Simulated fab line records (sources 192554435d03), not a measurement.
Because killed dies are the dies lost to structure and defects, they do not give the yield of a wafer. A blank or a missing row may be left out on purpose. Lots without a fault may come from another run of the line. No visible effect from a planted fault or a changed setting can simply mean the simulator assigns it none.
fab line records + flow n5-finfet
[record]
- lots = 7
- wafers = 21
route steps=1938 shown BEOL_M15@1773 MIM_BOT_ETCH@1866 PASSIVATION@1922
start-h: start of the lot's first displayed wafer, in hours after the record's first day + wait-h: hours elapsed since this lot's preceding step + " the same as in the row above + L1.1+2: several wafers, shown together as one row + - no value present, or no start provided + * or withheld: withheld + < > ~ a bound
route shown NAME@n: a module of which the file shows steps, and the number in the route of the first + usual: mean/standard deviation of fault-free wafers + same: alike in all rows + chamber/n: place in a boat + sites: each site's reading + _std_site: the values' standard deviation + _edge_site: outer sites' mean less inner sites' + radius-mm: for every site, how far away it sits from the centre of the wafer + mask NAME#n: copy n + behind: the tool/chamber that last shaped the wafer + hold: why the lot was held/for how many hours/how that ended + device: the transistor (n, p or np) that didn't switch + end of line: the tests these same wafers got at the end of their route + where a step has no rows: the recipe by itself + killed: not the wafer's yield, but the dies lost to structure and defects at the first sort + map: per-die view of a wafer (x killed, . not killed, _ where there is no die)
set.NAME: setting as actually run; set.NAME@STEP: the setting as run at that earlier step + model.NAME: the simulator's own value behind a step, which no gauge read
lots where settings were altered on purpose, with a table for each step and a row for each wafer
[[steps]]
[step N5_BEOL_M15_ILD_DEP_00]
[recipe]
- material = SiO2
- target-thk-a = 16293
- temp-c = 400
- precursor = TEOS/O2
- pressure-torr = 6.5
- rf-w = 900
- teos-flow-sccm = 161.4
- gas = O2
- flow-sccm = 2650
- time-s = 346.1
| lot.wafer | tool     | chamber | start-h | wait-h | set.time-s | model.SiO2_of_BEOL_M15_ILD_DEP_00.thk-nm |
|-----------|----------|---------|---------|--------|------------|------------------------------------------|
| L074.3    | pecvd-04 | 1       | 254.77  | 0.0    | 304.9      | 1417                                     |
| L074.5    | "        | 1       | "       | "      | 346.1      | 1653                                     |
| L074.6    | "        | 0       | "       | "      | 304.9      | 1477                                     |
| L076.1    | pecvd-04 | 0       | 262.40  | 0.0    | 364        | 1706                                     |
| L076.2    | "        | 1       | "       | "      | 346.1      | 1609                                     |
| L076.5    | "        | 0       | "       | "      | 346.1      | 1638                                     |
| L081.1    | pecvd-03 | 1       | 300.35  | 0.0    | 346.1      | 1622                                     |
| L081.2    | "        | 0       | "       | "      | 346.1      | 1597                                     |
| L081.6    | "        | 0       | "       | "      | 346.1      | 1623                                     |
| L083.1    | pecvd-03 | 2       | 320.79  | 0.0    | 346.1      | 1644                                     |
| L083.3    | "        | 0       | "       | "      | 346.1      | 1604                                     |
| L083.4    | "        | 1       | "       | "      | 346.1      | 1645                                     |
| L087.3    | pecvd-03 | 2       | 349.16  | 0.0    | 346.1      | 1599                                     |
| L087.4    | "        | 1       | "       | "      | 377.6      | 1775                                     |
| L087.5    | "        | 0       | "       | "      | 377.6      | 1768                                     |
| L086.2    | pecvd-04 | 1       | 349.39  | 0.0    | 360.4      | 1647                                     |
| L086.5    | "        | 0       | "       | "      | 346.1      | 1642                                     |
| L086.6    | "        | 2       | "       | "      | 360.4      | 1694                                     |
| L092.1    | pecvd-03 | 1       | 399.66  | 0.0    | 346.1      | 1611                                     |
| L092.5    | "        | 1       | "       | "      | 363.8      | 1705                                     |
| L092.6    | "        | 0       | "       | "      | 363.8      | 1699                                     |
[step N5_BEOL_M15_THK_MEAS_01]
[recipe]
- reads = SiO2_of_BEOL_M15_ILD_DEP_00
[usual]
- M15_ILD_THK = 1634/24
| lot.wafer | tool          | chamber | start-h | wait-h | set.time-s@BEOL_M15_ILD_DEP_00 | M15_ILD_THK[nm] |
|-----------|---------------|---------|---------|--------|--------------------------------|-----------------|
| L074.3    | film-metro-01 | -       | 255.02  | 0.1    | 304.9                          | 1417            |
| L074.5    | "             | -       | "       | "      | 346.1                          | 1654            |
| L074.6    | "             | -       | "       | "      | 304.9                          | 1478            |
| L076.1    | film-metro-02 | -       | 262.65  | 0.1    | 364                            | 1705            |
| L076.2    | "             | -       | "       | "      | 346.1                          | 1609            |
| L076.5    | "             | -       | "       | "      | 346.1                          | 1638            |
| L081.1    | film-metro-02 | -       | 300.61  | 0.2    | 346.1                          | 1623            |
| L081.2    | "             | -       | "       | "      | 346.1                          | 1597            |
| L081.6    | "             | -       | "       | "      | 346.1                          | 1624            |
| L083.1    | film-metro-02 | -       | 321.04  | 0.1    | 346.1                          | 1644            |
| L083.3    | "             | -       | "       | "      | 346.1                          | 1604            |
| L083.4    | "             | -       | "       | "      | 346.1                          | 1645            |
| L087.3    | film-metro-01 | -       | 349.41  | 0.1    | 346.1                          | 1599            |
| L087.4    | "             | -       | "       | "      | 377.6                          | 1776            |
| L087.5    | "             | -       | "       | "      | 377.6                          | 1769            |
| L086.2    | film-metro-01 | -       | 349.65  | 0.1    | 360.4                          | 1646            |
| L086.5    | "             | -       | "       | "      | 346.1                          | 1641            |
| L086.6    | "             | -       | "       | "      | 360.4                          | 1693            |
| L092.1    | film-metro-02 | -       | 399.91  | 0.1    | 346.1                          | 1611            |
| L092.5    | "             | -       | "       | "      | 363.8                          | 1705            |
| L092.6    | "             | -       | "       | "      | 363.8                          | 1699            |
[step N5_BEOL_M15_COAT_58]
[recipe]
- resist = BARC
- temp-c = 205
- time-s = 60
- spin-rpm = 1500
- resist-thk-nm = 89
[step N5_BEOL_M15_COAT_04]
[recipe]
- spin-rpm = 1704
- resist-thk-nm = 800
[step N5_BEOL_M15_DESCUM_15]
[recipe]
- chemistry = O2
- time-s = 7.9
- source-power-w = 50
- bias-power-w = 20
- pressure-mtorr = 20
- rf-frequency-hz = 2.712e+07
- temp-c = 40
- o2-flow-sccm = 225
[step N5_BEOL_M15_ETCH_59]
[recipe]
- chemistry = N2/H2
- target = BARC
- target-depth-a = 890
- overetch-a = 267
- time-s = 67.9
- ion-energy-ev = 200
- pressure-mtorr = 30
- source-w = 840
- bias-w = 150
- n2-flow-sccm = 200
- h2-flow-sccm = 200
[step N5_BEOL_M15_VIA_ETCH_16]
[recipe]
- chemistry = C4F8/O2/Ar
- target = SiO2
- he-inner-torr = 15
- he-outer-torr = 30
- target-depth-a = 17922
- time-s = withheld
- ion-energy-ev = 800
- pressure-mtorr = 20
- source-w = 1905
- bias-w = 2040
- Ar_flow_sccm = 400
- C4F8_flow_sccm = 16
- O2_flow_sccm = 12
- ends = cleared
| lot.wafer | tool        | chamber | start-h | wait-h | set.time-s@BEOL_M15_ILD_DEP_00 | model.etch.depth-nm | model.coat_of_BEOL_M15_COAT_04.thk-nm |
|-----------|-------------|---------|---------|--------|--------------------------------|---------------------|---------------------------------------|
| L074.3    | rie-diel-01 | 2       | 255.62  | 0.0    | *                              | 1417                | 390.4                                 |
| L074.5    | "           | 3       | "       | "      | *                              | 1653                | 332                                   |
| L074.6    | "           | 2       | "       | "      | *                              | 1477                | 373.2                                 |
| L076.1    | rie-diel-04 | 2       | 263.26  | 0.0    | *                              | 1706                | 314.4                                 |
| L076.2    | "           | 1       | "       | "      | *                              | 1609                | 347.4                                 |
| L076.5    | "           | 1       | "       | "      | *                              | 1638                | 336.2                                 |
| L081.1    | rie-diel-03 | 2       | 301.22  | 0.0    | *                              | 1622                | 332.8                                 |
| L081.2    | "           | 3       | "       | "      | *                              | 1597                | 351.2                                 |
| L081.6    | "           | 2       | "       | "      | *                              | 1623                | 333.4                                 |
| L083.1    | rie-diel-01 | 2       | 321.52  | 0.0    | *                              | 1644                | 338.4                                 |
| L083.3    | "           | 1       | "       | "      | *                              | 1604                | 346.2                                 |
| L083.4    | "           | 3       | "       | "      | *                              | 1645                | 335.4                                 |
| L087.3    | rie-diel-03 | 2       | 349.89  | 0.0    | *                              | 1599                | 338.4                                 |
| L087.4    | "           | 1       | "       | "      | *                              | 1775                | 296                                   |
| L087.5    | "           | 2       | "       | "      | *                              | 1768                | 301.2                                 |
| L086.2    | rie-diel-01 | 1       | 350.12  | 0.0    | *                              | 1647                | 333.6                                 |
| L086.5    | "           | 0       | "       | "      | *                              | 1642                | 325.4                                 |
| L086.6    | "           | 1       | "       | "      | *                              | 1694                | 320.4                                 |
| L092.1    | rie-diel-04 | 3       | 400.53  | 0.0    | *                              | 1611                | 332.8                                 |
| L092.5    | "           | 0       | "       | "      | *                              | 1705                | 312.4                                 |
| L092.6    | "           | 3       | "       | "      | *                              | 1699                | 314.4                                 |
[step N5_MIM_BOT_ETCH_ETCH_04]
[recipe]
- chemistry = CF4/O2
- target = SiNx
- target-depth-a = 260
- time-s = 13
- ion-energy-ev = 100
- pressure-mtorr = 40
- source-w = 535
- bias-w = 49
- Ar_flow_sccm = 100
- cf4-flow-sccm = 100
- O2_flow_sccm = 10
| lot.wafer | tool        | chamber | start-h | wait-h | set.time-s | model.etch.depth-nm |
|-----------|-------------|---------|---------|--------|------------|---------------------|
| L074.3    | rie-diel-02 | 2       | 262.92  | 0.0    | 13         | 25.26               |
| L074.5    | "           | 2       | "       | "      | 13         | 25.15               |
| L074.6    | "           | 1       | "       | "      | 10.61      | 21.49               |
| L076.1    | rie-diel-05 | 1       | 272.51  | 0.0    | 11.81      | 22.76               |
| L076.2    | "           | 0       | "       | "      | 11.81      | 24.61               |
| L076.5    | "           | 3       | "       | "      | 13         | 25.52               |
| L081.1    | rie-diel-05 | 2       | 310.30  | 0.0    | 13         | 25.13               |
| L081.2    | "           | 1       | "       | "      | 15.81      | 30.11               |
| L081.6    | "           | 2       | "       | "      | 15.81      | 30.79               |
| L083.1    | rie-diel-06 | 0       | 333.05  | 0.0    | 13         | 26.17               |
| L083.3    | "           | 3       | "       | "      | 13         | 25.13               |
| L083.4    | "           | 0       | "       | "      | 13         | 26.16               |
| L087.3    | rie-diel-06 | 1       | 359.06  | 0.0    | 13         | 25.15               |
| L087.4    | "           | 3       | "       | "      | 13         | 25.22               |
| L087.5    | "           | 1       | "       | "      | 13         | 25.23               |
| L086.2    | rie-diel-06 | 0       | 360.88  | 0.0    | 13         | 26.08               |
| L086.5    | "           | 0       | "       | "      | 10.52      | 21.07               |
| L086.6    | "           | 2       | "       | "      | 10.52      | 20.36               |
| L092.1    | rie-diel-05 | 2       | 415.17  | 0.0    | 13         | 26.76               |
| L092.5    | "           | 0       | "       | "      | 13         | 27.54               |
| L092.6    | "           | 3       | "       | "      | 13         | 25.44               |
[step N5_MIM_BOT_ETCH_ETCH_03]
[recipe]
- chemistry = Cl2/BCl3
- target-depth-a = 120
- pressure-mtorr = 8
- icp-w = 800
- bias-w = 100
- Cl2_flow_sccm = 20
- bcl3-flow-sccm = 80
| lot.wafer | tool         | chamber | start-h | wait-h | set.icp-w | model.etch.depth-nm |
|-----------|--------------|---------|---------|--------|-----------|---------------------|
| L074.3    | rie-metal-02 | 1       | 263.07  | 0.1    | 800       | 12.65               |
| L074.5    | "            | 1       | "       | "      | 800       | 12.4                |
| L074.6    | "            | 1       | "       | "      | 800       | 12.41               |
| L076.1    | rie-metal-01 | 1       | 272.60  | 0.1    | 800       | 12.01               |
| L076.2+5  | "            | 0       | "       | "      | 800       | 12.66               |
| L081.1    | rie-metal-03 | 1       | 310.39  | 0.1    | 800       | 11.9                |
| L081.2    | "            | 0       | "       | "      | 890.7     | 13.1                |
| L081.6    | "            | 1       | "       | "      | 800       | 11.95               |
| L083.1    | rie-metal-02 | 0       | 333.14  | 0.1    | 800       | 11.96               |
| L083.3    | "            | 0       | "       | "      | 800       | 11.87               |
| L083.4    | "            | 1       | "       | "      | 800       | 12.26               |
| L087.3    | rie-metal-02 | 0       | 359.17  | 0.1    | 800       | 11.91               |
| L087.4    | "            | 1       | "       | "      | 800       | 12.26               |
| L087.5    | "            | 1       | "       | "      | 891.1     | 13.45               |
| L086.2+5  | rie-metal-03 | 1       | 360.97  | 0.1    | 800       | 12.13               |
| L086.6    | "            | 0       | "       | "      | 800       | 11.93               |
| L092.1    | rie-metal-03 | 1       | 415.27  | 0.1    | 800       | 11.75               |
| L092.5    | "            | 1       | "       | "      | 800       | 11.71               |
| L092.6    | "            | 0       | "       | "      | 800       | 11.6                |
[step N5_PASSIVATION_PEB_42]
[recipe]
- peb-temp-c = withheld
- peb-time-s = *
| lot.wafer  | tool           | chamber | start-h | wait-h | set.peb-time-s |
|------------|----------------|---------|---------|--------|----------------|
| L074.3     | litho-track-02 | 0       | 269.92  | 0.0    | *              |
| L074.5+6   | "              | 0       | "       | "      | *              |
| L076.1+5   | litho-track-04 | 0       | 277.76  | 0.1    | *              |
| L076.2     | "              | 0       | "       | "      | *              |
| L081.1+2   | litho-track-04 | 0       | 315.91  | 0.1    | *              |
| L081.6     | "              | 0       | "       | "      | *              |
| L083.1+3+4 | litho-track-01 | 0       | 339.25  | 0.1    | *              |
| L086.2+5   | litho-track-04 | 0       | 368.45  | 0.0    | *              |
| L086.6     | "              | 0       | "       | "      | *              |
| L087.3+5   | litho-track-02 | 0       | 369.81  | 0.0    | *              |
| L087.4     | "              | 0       | "       | "      | *              |
| L092.1+6   | litho-track-01 | 0       | 422.17  | 0.1    | *              |
| L092.5     | "              | 0       | "       | "      | *              |
[step N5_PASSIVATION_DEVELOP_43]
[recipe]
- develop-time-s = 60
- rinse-liquid = diw
- dry = air-spin
- dev-temp-c = 21
[step N5_PASSIVATION_HARDBAKE_45]
[recipe]
- temp-c = 130
- time-s = 120
[step N5_PASSIVATION_CD_MEAS_44]
[recipe]
- target-cd-nm = 40000
- landing-energy-ev = 500
- detector = se-inlens
[usual]
- cd-nm = 40003/3.9
| lot.wafer | tool      | chamber | start-h | wait-h | set.peb-time-s@PASSIVATION_PEB_42 | cd-nm |
|-----------|-----------|---------|---------|--------|-----------------------------------|-------|
| L074.3    | cd-sem-03 | 0       | 270.04  | -      | *                                 | 40007 |
| L074.5    | "         | 0       | "       | "      | *                                 | 40008 |
| L074.6    | "         | 0       | "       | "      | *                                 | 40011 |
| L076.1    | cd-sem-02 | 0       | 277.88  | -      | *                                 | 39997 |
| L076.2    | "         | 0       | "       | "      | *                                 | 40005 |
| L076.5    | "         | 0       | "       | "      | *                                 | 39992 |
| L081.1    | cd-sem-01 | 0       | 316.03  | -      | *                                 | 40008 |
| L081.2    | "         | 0       | "       | "      | *                                 | 40004 |
| L081.6    | "         | 0       | "       | "      | *                                 | 40014 |
| L083.1    | cd-sem-03 | 0       | 339.37  | -      | *                                 | 40002 |
| L083.3    | "         | 0       | "       | "      | *                                 | 39999 |
| L083.4    | "         | 0       | "       | "      | *                                 | 40002 |
| L086.2    | cd-sem-02 | 0       | 368.57  | -      | *                                 | 40018 |
| L086.5    | "         | 0       | "       | "      | *                                 | 40013 |
| L086.6    | "         | 0       | "       | "      | *                                 | 40006 |
| L087.3    | cd-sem-02 | 0       | 369.93  | -      | *                                 | 40002 |
| L087.4    | "         | 0       | "       | "      | *                                 | 39992 |
| L087.5    | "         | 0       | "       | "      | *                                 | 40006 |
| L092.1    | cd-sem-01 | 0       | 422.29  | -      | *                                 | 40006 |
| L092.5    | "         | 0       | "       | "      | *                                 | 40001 |
| L092.6    | "         | 0       | "       | "      | *                                 | 40009 |
[step N5_PASSIVATION_PASS_ETCH_47]
[recipe]
- chemistry = CF4/O2
- target = SiNx
- target-depth-a = 7700
- time-s = 385
- ion-energy-ev = 100
- pressure-mtorr = 40
- source-w = 535
- bias-w = 49
- Ar_flow_sccm = 100
- cf4-flow-sccm = 100
- O2_flow_sccm = 10
| lot.wafer | tool        | chamber | start-h | wait-h | set.time-s | model.etch.depth-nm |
|-----------|-------------|---------|---------|--------|------------|---------------------|
| L074.3    | rie-diel-06 | 1       | 270.16  | 0.0    | 360.8      | 699.8               |
| L074.5    | "           | 2       | "       | "      | 360.8      | 678.1               |
| L074.6    | "           | 3       | "       | "      | 360.8      | 700.3               |
| L076.1    | rie-diel-05 | 2       | 278.00  | 0.0    | 385        | 747.9               |
| L076.2    | "           | 3       | "       | "      | 442.5      | 864.1               |
| L076.5    | "           | 3       | "       | "      | 442.5      | 866                 |
| L081.1    | rie-diel-02 | 1       | 316.33  | 0.0    | 414        | 831.3               |
| L081.2    | "           | 0       | "       | "      | 414        | 823                 |
| L081.6    | "           | 0       | "       | "      | 385        | 770.6               |
| L083.1    | rie-diel-02 | 1       | 339.86  | 0.0    | 385        | 772.8               |
| L083.3    | "           | 2       | "       | "      | 385        | 737.5               |
| L083.4    | "           | 3       | "       | "      | 385        | 827.5               |
| L086.2    | rie-diel-02 | 1       | 368.69  | 0.0    | 385        | 769.6               |
| L086.5    | "           | 0       | "       | "      | 320.1      | 641                 |
| L086.6    | "           | 3       | "       | "      | 385        | 826.4               |
| L087.3    | rie-diel-05 | 2       | 370.05  | 0.0    | 346.8      | 709.6               |
| L087.4    | "           | 1       | "       | "      | 385        | 742.3               |
| L087.5    | "           | 2       | "       | "      | 385        | 789.5               |
| L092.1    | rie-diel-06 | 1       | 422.50  | 0.0    | 385        | 793                 |
| L092.5    | "           | 1       | "       | "      | 385        | 793.5               |
| L092.6    | "           | 2       | "       | "      | 449.4      | 873.4               |
[[key]]
[split]
- step = N5_BEOL_M15_ILD_DEP_00
- setting = time-s
- stated = 346.1
- by = wafer
[response]
- step = N5_BEOL_M15_ILD_DEP_00
- reading = model.SiO2_of_BEOL_M15_ILD_DEP_00.thk-nm
- change = +17.1
- per = 1%
- r = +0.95
[response]
- step = N5_BEOL_M15_THK_MEAS_01
- reading = M15_ILD_THK
- change = +17.1
- per = 1%
- r = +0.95
[response]
- step = N5_BEOL_M15_VIA_ETCH_16
- reading = model.etch.depth-nm
- change = +17.1
- per = 1%
- r = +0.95
[response]
- step = N5_BEOL_M15_VIA_ETCH_16
- reading = model.coat_of_BEOL_M15_COAT_04.thk-nm
- change = -4.04
- per = 1%
- r = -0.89
[split]
- step = N5_MIM_BOT_ETCH_ETCH_04
- setting = time-s
- stated = 13
- by = wafer
[response]
- step = N5_MIM_BOT_ETCH_ETCH_04
- reading = model.etch.depth-nm
- change = +0.241
- per = 1%
- r = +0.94
[split]
- step = N5_MIM_BOT_ETCH_ETCH_03
- setting = icp-w
- stated = 800
- by = wafer
[response]
- step = N5_MIM_BOT_ETCH_ETCH_03
- reading = model.etch.depth-nm
- change = +0.112
- per = 1%
- r = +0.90
[split]
- step = N5_PASSIVATION_PEB_42
- setting = peb-time-s
- stated = *
- by = wafer
[response]
- step = N5_PASSIVATION_CD_MEAS_44
- reading = cd-nm
- change = +0.555
- per = 1%
- r = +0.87
[split]
- step = N5_PASSIVATION_PASS_ETCH_47
- setting = time-s
- stated = 385
- by = wafer
[response]
- step = N5_PASSIVATION_PASS_ETCH_47
- reading = model.etch.depth-nm
- change = +7.13
- per = 1%
- r = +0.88
